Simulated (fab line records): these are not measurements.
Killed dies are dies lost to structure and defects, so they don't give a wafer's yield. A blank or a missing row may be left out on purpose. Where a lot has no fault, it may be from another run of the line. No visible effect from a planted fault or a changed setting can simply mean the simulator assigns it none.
fab line records -- flow nand_harc
record lots=5, wafers=15, last_day=24
route steps=1159 shown A_STAIRCASE@579 END@1159
lots that met no fault: from a run of the same line without faults
start_h: the number of hours between the record's first day and the start of the first shown wafer of the lot -- wait_h: hours since the lot's step before -- " unchanged from the row above -- L1.1+2: one row covering several wafers at once -- - no value, or no start given -- * or withheld: withheld -- < > ~ a bound
route shown NAME@n: a module of which the file shows steps, and the number in the route of the first -- usual: mean and standard deviation over wafers with no fault -- same: alike in all rows -- chamber/n: place in a boat -- sites: per-site readings -- _std_site: the values' standard deviation -- _edge_site: the outer-site mean with the inner-site mean subtracted -- radius_mm: how far each site lies from the wafer's centre -- mask NAME#n: copy n -- behind: the most recent tool/chamber to have shaped the wafer -- hold: the reason the lot was held/the length of the hold in hours/how it ended -- device: names the non-switching transistor (n, p or np) -- end of line: the tests these same wafers got at the end of their route -- step lacking rows: just its recipe -- killed: dies that structure and defects cost at the first sort, which is not the same as the wafer's yield -- map: per-die view of a wafer (x killed, . not killed, _ where there is no die)
set.NAME: the setting that was run; set.NAME@STEP: the one run at that earlier step -- model.NAME: the simulator's own value behind a step, which no gauge read
certain route steps with their lots: each step a table, each wafer a row
services: from which hour (start_h, from the record's first day; less than 0 if before it) a tool's chamber was out of use, for how many hours, and why
## steps
# step NHARC_A_STAIRCASE_HARDBAKE_185
# recipe temp_c=120, time_s=140
# step NHARC_A_STAIRCASE_DESCUM_186
# recipe time_s=3, o2_flow_sccm=200, ar_flow_sccm=0, bias_power_w=0, chemistry=O2
# step NHARC_A_STAIRCASE_TRIM_187
# recipe time_s=211.2, o2_flow_sccm=500, ar_flow_sccm=0, bias_w=0, chemistry=O2
# step NHARC_A_STAIRCASE_ETCH_188
# recipe target_depth_a=1000, time_s=40.5, ion_energy_ev=400, c4f8_flow_sccm=20, o2_flow_sccm=10, ar_flow_sccm=withheld, rf_w=600, bias_w=1000, chemistry=C4F8/O2
# usual oes_product_au=0.942/0.016, rf_vpp_V=895/5.4
lot.wafer,tool,chamber,start_h,wait_h,oes_product_au,rf_hours_counter_h,rf_vpp_V
L448.1,rie_diel-13,3,-,-,0.921,54,899
L448.2,rie_diel-13,1,-,-,0.932,50,898
L448.6,rie_diel-13,3,-,-,0.939,-,898
L457.2,rie_diel-06,0,-,-,0.928,15,891
L457.1,rie_diel-06,3,-,-,0.923,15,886
L457.6,rie_diel-06,1,-,-,0.945,-,897
L458.2,rie_diel-13,1,-,-,0.958,14,897
L458.1,rie_diel-13,0,-,-,0.937,13,890
L458.6,rie_diel-13,1,-,-,0.951,-,897
L466.2,rie_diel-06,1,-,-,0.961,34,897
L466.4,rie_diel-06,2,-,-,0.937,33,905
L466.6,rie_diel-06,2,-,-,0.937,-,905
L467.1,rie_diel-06,3,-,-,0.924,36,886
L467.3,rie_diel-06,0,-,-,0.943,39,890
L467.5,rie_diel-06,1,-,-,0.975,-,896
# step NHARC_A_STAIRCASE_TRIM_189
# recipe time_s=211.2, o2_flow_sccm=500, ar_flow_sccm=0, bias_w=0, chemistry=O2
# step NHARC_A_STAIRCASE_ETCH_190
# recipe target_depth_a=1000, time_s=40.5, ion_energy_ev=400, c4f8_flow_sccm=20, o2_flow_sccm=10, ar_flow_sccm=withheld, rf_w=600, bias_w=1000, chemistry=C4F8/O2
# step NHARC_A_STAIRCASE_TRIM_191
# recipe time_s=211.2, o2_flow_sccm=500, ar_flow_sccm=0, bias_w=0, chemistry=O2
# usual drypump_motor_current_A=5.7/0.37, mfc_ar_sccm=0.007/0.01, oes_product_au=1.001/0.0096, rf_vpp_V=57.7/0.92, run_length_s=232.4/0.42, showerhead_plenum_p_Torr=3.50/0.15, throttle_valve_pct=17.036/0.01
lot.wafer,tool,chamber,start_h,wait_h,drypump_motor_current_A,mfc_ar_sccm,oes_product_au,rf_hours_counter_h,rf_vpp_V,run_length_s,showerhead_plenum_p_Torr,throttle_valve_pct
L448.2,rie_diel-13,2,-,-,5.7,0.002,0.996,55,57.6,232.2,3.40,17.045
L448.1,rie_diel-13,3,-,-,5.7,0.000,1.004,54,58.7,232.1,3.59,17.032
L448.6,rie_diel-13,3,-,-,5.7,0.000,0.996,-,57.5,232.5,3.59,17.034
L457.1,rie_diel-06,0,-,-,5.1,0,1.001,16,57.1,232.7,3.41,17.039
L457.2,rie_diel-06,1,-,-,6.0,0,1.012,15,57.3,231.6,3.56,17.039
L457.6,rie_diel-06,0,-,-,5.1,0,0.994,-,58.7,232.2,3.41,17.023
L458.2,rie_diel-13,0,-,-,5.1,0,1.003,13,58.9,232.8,3.37,17.034
L458.1,rie_diel-13,1,-,-,5.6,0.030,1.004,14,58.9,231.8,3.54,17.045
L458.6,rie_diel-13,3,-,-,5.7,0.000,0.991,-,59.7,232.1,3.57,17.032
L466.4,rie_diel-06,2,-,-,5.5,0.018,0.996,33,58.6,232.3,3.79,17.040
L466.2,rie_diel-06,1,-,-,6.0,0,1.018,34,57.8,231.8,3.55,17.034
L466.6,rie_diel-06,2,-,-,5.4,0.018,0.998,-,58.4,232.1,3.79,17.054
L467.1,rie_diel-06,3,-,-,6.0,0.020,0.991,36,56.6,233.2,3.29,17.040
L467.3,rie_diel-06,0,-,-,5.1,0,0.993,39,57.1,232.6,3.40,17.038
L467.5,rie_diel-06,3,-,-,6.0,0.020,0.995,-,57.6,232.3,3.29,17.030
# step NHARC_A_STAIRCASE_ETCH_192
# recipe target_depth_a=1000, time_s=40.5, ion_energy_ev=400, c4f8_flow_sccm=20, o2_flow_sccm=10, ar_flow_sccm=withheld, rf_w=600, bias_w=1000, chemistry=C4F8/O2
# usual oes_product_au=0.944/0.011, rf_vpp_V=895/5.7
lot.wafer,tool,chamber,start_h,wait_h,oes_product_au,rf_hours_counter_h,rf_vpp_V
L448.2,rie_diel-13,3,-,-,0.931,55,899
L448.1,rie_diel-13,1,-,-,0.951,50,896
L448.6,rie_diel-13,0,-,-,0.933,-,890
L457.2,rie_diel-06,2,-,-,0.958,15,906
L457.1,rie_diel-06,3,-,-,0.927,15,886
L457.6,rie_diel-06,3,-,-,0.926,-,886
L458.2,rie_diel-13,1,-,-,0.964,14,896
L458.1,rie_diel-13,3,-,-,0.948,13,896
L458.6,rie_diel-13,1,-,-,0.960,-,896
L466.2,rie_diel-06,3,-,-,0.933,34,887
L466.4,rie_diel-06,2,-,-,0.937,33,904
L466.6,rie_diel-06,0,-,-,0.953,-,893
L467.3,rie_diel-06,3,-,-,0.929,36,886
L467.1,rie_diel-06,1,-,-,0.972,36,897
L467.5,rie_diel-06,3,-,-,0.936,-,887
# step NHARC_A_STAIRCASE_TRIM_193
# recipe time_s=211.2, o2_flow_sccm=500, ar_flow_sccm=0, bias_w=0, chemistry=O2
# step NHARC_A_STAIRCASE_ETCH_194
# recipe target_depth_a=1000, time_s=40.5, ion_energy_ev=400, c4f8_flow_sccm=20, o2_flow_sccm=10, ar_flow_sccm=withheld, rf_w=600, bias_w=1000, chemistry=C4F8/O2
# usual oes_product_au=0.943/0.01, rf_vpp_V=895/5.5
lot.wafer,tool,chamber,start_h,wait_h,oes_product_au,rf_hours_counter_h,rf_vpp_V
L448.1,rie_diel-13,1,-,-,0.932,50,896
L448.2,rie_diel-13,2,-,-,0.934,56,892
L448.6,rie_diel-13,1,-,-,0.940,-,896
L457.1,rie_diel-06,1,-,-,0.951,15,898
L457.2,rie_diel-06,3,-,-,0.937,15,889
L457.6,rie_diel-06,0,-,-,0.943,-,893
L458.1,rie_diel-13,1,-,-,0.956,14,897
L458.2,rie_diel-13,2,-,-,0.934,14,890
L458.6,rie_diel-13,1,-,-,0.955,-,897
L466.4,rie_diel-06,0,-,-,0.939,37,892
L466.2,rie_diel-06,2,-,-,0.942,33,905
L466.6,rie_diel-06,3,-,-,0.930,-,888
L467.1,rie_diel-06,3,-,-,0.915,36,888
L467.3,rie_diel-06,1,-,-,0.963,36,898
L467.5,rie_diel-06,0,-,-,0.931,-,891
# step NHARC_A_STAIRCASE_TRIM_196
# recipe time_s=211.2, o2_flow_sccm=500, ar_flow_sccm=0, bias_w=0, chemistry=O2
# usual drypump_motor_current_A=5.7/0.38, mfc_ar_sccm=0.007/0.0094, oes_product_au=1.001/0.011, rf_vpp_V=57.7/0.9, run_length_s=232.5/0.5, showerhead_plenum_p_Torr=3.51/0.16, throttle_valve_pct=17.036/0.0093
lot.wafer,tool,chamber,start_h,wait_h,drypump_motor_current_A,mfc_ar_sccm,oes_product_au,rf_hours_counter_h,rf_vpp_V,run_length_s,showerhead_plenum_p_Torr,throttle_valve_pct
L448.2,rie_diel-02,2,243.14,0.1,5.4,0,1.017,23,58.1,233.0,3.69,17.036
L448.1,rie_diel-02,1,243.14,0.1,5.9,0,1.002,33,57.4,232.3,3.54,17.026
L448.6,rie_diel-02,3,243.14,0.1,5.9,0,1.009,-,56.9,233.2,3.61,17.051
L457.2,rie_diel-06,1,293.34,0.1,6.0,0,1.001,15,59.0,231.7,3.56,17.035
L457.1,rie_diel-06,3,293.34,0.1,6.0,0.020,0.986,15,57.1,232.7,3.30,17.041
L457.6,rie_diel-06,0,293.34,0.1,5.1,0,0.999,-,57.2,232.4,3.41,17.032
L458.1,rie_diel-06,0,326.04,0.1,5.1,0,0.992,28,57.6,291.9,3.41,17.034
L458.2,rie_diel-06,1,326.04,0.1,6.1,0,1.011,27,58.7,231.5,3.55,17.039
L458.6,rie_diel-06,3,326.04,0.1,6.0,0.020,1.004,-,57.1,232.3,3.29,17.046
L466.4,rie_diel-02,3,347.49,0.1,5.9,0,1.011,4,58.2,232.9,3.59,17.054
L466.2,rie_diel-02,0,347.49,0.1,6.4,0.009,0.995,4,58.1,233.3,3.30,17.017
L466.6,rie_diel-02,1,347.49,0.1,5.9,0,0.998,-,57.2,232.2,3.52,17.043
L467.1,rie_diel-13,0,354.12,0.1,5.1,0,0.997,24,56.0,232.5,3.36,17.011
L467.3,rie_diel-13,1,354.12,0.1,5.6,0.030,1.001,27,57.3,231.8,3.53,17.034
L467.5,rie_diel-13,2,354.12,0.1,5.7,0.002,0.988,-,58.2,232.6,3.39,17.042
# step NHARC_A_STAIRCASE_ETCH_197
# recipe target_depth_a=1000, time_s=40.5, ion_energy_ev=400, c4f8_flow_sccm=20, o2_flow_sccm=10, ar_flow_sccm=withheld, rf_w=600, bias_w=1000, chemistry=C4F8/O2
# usual oes_product_au=0.950/0.016, rf_vpp_V=895/5.9
lot.wafer,tool,chamber,start_h,wait_h,oes_product_au,rf_hours_counter_h,rf_vpp_V
L448.1,rie_diel-02,1,-,-,0.957,33,897
L448.2,rie_diel-02,2,-,-,0.954,23,900
L448.6,rie_diel-02,1,-,-,0.957,-,895
L457.1,rie_diel-06,1,-,-,0.939,15,897
L457.2,rie_diel-06,3,-,-,0.917,15,887
L457.6,rie_diel-06,1,-,-,0.943,-,898
L458.1,rie_diel-06,0,-,-,0.944,28,891
L458.2,rie_diel-06,2,-,-,0.969,25,906
L458.6,rie_diel-06,1,-,-,0.976,-,897
L466.4,rie_diel-02,2,-,-,0.967,4,900
L466.2,rie_diel-02,0,-,-,0.949,4,887
L466.6,rie_diel-02,1,-,-,0.939,-,896
L467.3,rie_diel-13,1,-,-,0.961,27,896
L467.1,rie_diel-13,2,-,-,0.940,27,891
L467.5,rie_diel-13,3,-,-,0.949,-,898
# step NHARC_END_SORT_01
# recipe temp_c=25
# usual killed_at_array=27/11, killed_at_other=0.6/0.89, killed_at_periphery=3.0/2.4, killed_dies=31/12, killed_open=3.2/1.6, killed_short=2.0/1.5
# same gross_dies=677
lot.wafer,tool,chamber,start_h,wait_h,killed_at_array,killed_at_other,killed_at_periphery,killed_dies,killed_open,killed_short
L457.1,prober-01,0,498.87,2.5,29,0,3,32,1,4
L457.2,prober-01,0,499.67,2.8,32,0,5,37,4,1
L457.6,prober-01,0,502.91,4.0,24,1,1,26,2,2
# killed by level:class
L457.1 A_CHANNEL_HOLE_D1:chamber_film_flake=14 A_SGD_CUT:chamber_film_flake=5 A_STAIRCASE:chamber_film_flake=4 P_STI:chamber_film_flake=2 A_ONON_D1:geometric_particle:short=1 A_CHANNEL_FILL_D1:geometric_particle:short=1 A_WL_FILL:geometric_particle:short=1 A_CONTACT:geometric_particle:open=1
L457.2 A_CHANNEL_HOLE_D1:chamber_film_flake=18 A_SGD_CUT:chamber_film_flake=9 P_GATE:geometric_particle:open=2 A_SGD_CUT:geometric_particle:short=1 A_WL_FILL:geometric_particle:open=1 A_CONTACT:geometric_particle:open=1 P_STI:chamber_film_flake=1 P_GATE:chamber_film_flake=1
L457.6 A_CHANNEL_HOLE_D1:chamber_film_flake=15 A_SGD_CUT:chamber_film_flake=3 A_CHANNEL_FILL_D1:geometric_particle:open=1 A_CHANNEL_FILL_D1:geometric_particle:short=1 A_WL_FILL:geometric_particle:short=1 A_CONTACT:geometric_particle:open=1 P_STI:chamber_film_flake=1 A_CHANNEL_FILL_D1:chamber_film_flake=1
## services
tool,chamber,start_h,hours,kind
rie_diel-06,0,220.81,-,clean
rie_diel-06,1,220.81,-,clean
rie_diel-06,2,220.81,-,clean
rie_diel-06,3,220.81,-,clean
rie_diel-13,1,221.55,8.9,repair
rie_diel-06,3,225.42,3.6,repair
rie_diel-06,-,241.55,9.0,pm
rie_diel-06,0,241.55,9.0,vent_cycle
rie_diel-06,1,241.55,13.4,vent_cycle
rie_diel-06,2,241.55,9.0,vent_cycle
rie_diel-06,3,241.55,9.0,vent_cycle
rie_diel-06,0,250.55,-,clean
rie_diel-06,2,250.55,-,clean
rie_diel-06,2,250.55,-,consumable_replace:showerhead
rie_diel-06,3,250.55,-,clean
rie_diel-06,0,275.05,-,clean
rie_diel-06,1,275.05,-,clean
rie_diel-06,2,275.05,-,clean
rie_diel-06,3,275.05,-,clean
rie_diel-13,-,276.02,9.0,pm
rie_diel-06,-,276.11,1.1,repair
rie_diel-06,0,300.03,-,clean
rie_diel-06,1,300.03,-,clean
rie_diel-02,-,327.89,9.0,pm
## key
first_sign step=NHARC_A_STAIRCASE_TRIM_196, reading=run_length_s, direction=up, sigmas=99+, usual=*, struck=*
effect none on later readings
met_at NHARC_A_STAIRCASE_TRIM_196
struck_wafers L458.1
tester_left_out L458
onset_between 293.34 326.04
fault kind=process_parameter_drift, tool=rie_diel-06, chamber=0, onset_h=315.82, steps=NHARC_A_STAIRCASE_TRIM_196, channel=time_s, offset=*, shape=step, end_h=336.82, acts_in=*, stated=*
# tester_left_out: of these lots the tester's yield and bins aren't shown, on N5 and GAA mostly nor the transistor test; their killed dies are dies lost to structure and defects alone, not to doping, threshold or leakage, so they don't give the yield
